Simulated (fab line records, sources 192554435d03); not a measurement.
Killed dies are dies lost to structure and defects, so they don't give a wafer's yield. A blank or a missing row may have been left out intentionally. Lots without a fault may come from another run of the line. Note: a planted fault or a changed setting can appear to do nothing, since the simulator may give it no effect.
Matching of chambers / flow n5Finfet / N5_FIN_SAQP_PECVD_48 on pecvd-03: 3 sister chambers
The step deposits SiNx from SiH4/NH3/N2, target thk 25 nm, time 22.1 s. 3 wafers are shown with their chamber, then 7 later ones without.

EACH WAFER AND ITS CHAMBER
wafer=L086.3; chamber=1; throttleValvePct (%)=39.0
wafer=L090.1; chamber=0; throttleValvePct (%)=41.5
wafer=L090.4; chamber=2; throttleValvePct (%)=36.7

WAFERS WHOSE CHAMBER IS MISSING
wafer=L090.5; throttleValvePct (%)=39.2
wafer=L094.2; throttleValvePct (%)=41.7
wafer=L094.3; throttleValvePct (%)=36.9
wafer=L094.4; throttleValvePct (%)=37.0
wafer=L097.2; throttleValvePct (%)=41.9
wafer=L097.4; throttleValvePct (%)=36.8
wafer=L097.5; throttleValvePct (%)=41.7

EACH ONE'S CHAMBER
wafer=L090.5; from the rows above=1; in truth=1
wafer=L094.2; from the rows above=0; in truth=0
wafer=L094.3; from the rows above=2; in truth=2
wafer=L094.4; from the rows above=2; in truth=2
wafer=L097.2; from the rows above=0; in truth=0
wafer=L097.4; from the rows above=2; in truth=2
wafer=L097.5; from the rows above=0; in truth=0
Correct placement for 7 of the 7. Left unplaced by these rows: 0. Wrongly placed: 0.
How it was worked out, from the rows above alone: a wafer's distance from a chamber is the root of the sum, over the readings, of the square of ((its reading less the chamber's mean) divided by the reading's scatter). The wafer belongs to the nearest chamber; if the next one is less than 2 further off, it can't be placed. Each chamber's mean is taken over the wafers shown for it. The scatter: with one shown wafer a chamber, the root of the mean of the squares of how far each hidden wafer lies from its nearest shown one.
